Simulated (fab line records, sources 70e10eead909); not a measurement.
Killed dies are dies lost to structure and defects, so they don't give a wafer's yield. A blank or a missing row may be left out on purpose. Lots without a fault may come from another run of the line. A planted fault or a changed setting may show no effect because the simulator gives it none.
Chamber matching | flow nand_harc | NHARC_A_STAIRCASE_CMP_152 on cmp-04: 4 sister chambers
The step polishes. 8 wafers are shown with their chamber, then 9 later ones without.

WAFERS WITH THEIR CHAMBER
wafer  | chamber | motor_current_A (A)
L087.1 | 1       | 11.5
L087.3 | 2       | 10.1
L089.1 | 1       | 11.9
L089.2 | 0       | 12.7
L089.3 | 3       | 12.1
L089.4 | 2       | 9.7
L089.5 | 0       | 11.9
L089.6 | 3       | 12.8

WAFERS WITHOUT THEIR CHAMBER
wafer  | motor_current_A (A)
L091.2 | 11.5
L091.3 | 12.0
L091.4 | 10.2
L093.2 | 12.0
L093.3 | 12.3
L093.6 | 12.0
L097.2 | 12.1
L097.4 | 12.5
L097.5 | 9.6

WHICH CHAMBER EACH WENT THROUGH
wafer  | from the rows above          | in truth
L091.2 | can't be placed: 1 or 0 or 3 | 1
L091.3 | can't be placed: 0 or 1 or 3 | 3
L091.4 | 2                            | 2
L093.2 | can't be placed: 0 or 1 or 3 | 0
L093.3 | can't be placed: 0 or 3 or 1 | 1
L093.6 | can't be placed: 0 or 1 or 3 | 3
L097.2 | can't be placed: 0 or 3 or 1 | 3
L097.4 | can't be placed: 3 or 0 or 1 | 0
L097.5 | 2                            | 2
Placed correctly: 2 of 9. Can't be placed from these rows: 7 (the true chamber is among the candidates in 7). Placed wrongly: 0.
How it was worked out, from the rows above alone: a wafer's distance from a chamber is the root of the sum, over the readings, of the square of ((its reading less the chamber's mean) divided by the reading's scatter). The wafer belongs to the nearest chamber; if the next one is less than 2 further off, it can't be placed. A chamber's mean is the mean of its shown wafers. The scatter: the root of (the sum of the squares of (reading less its chamber's mean) over the shown wafers, divided by (wafers less chambers)).
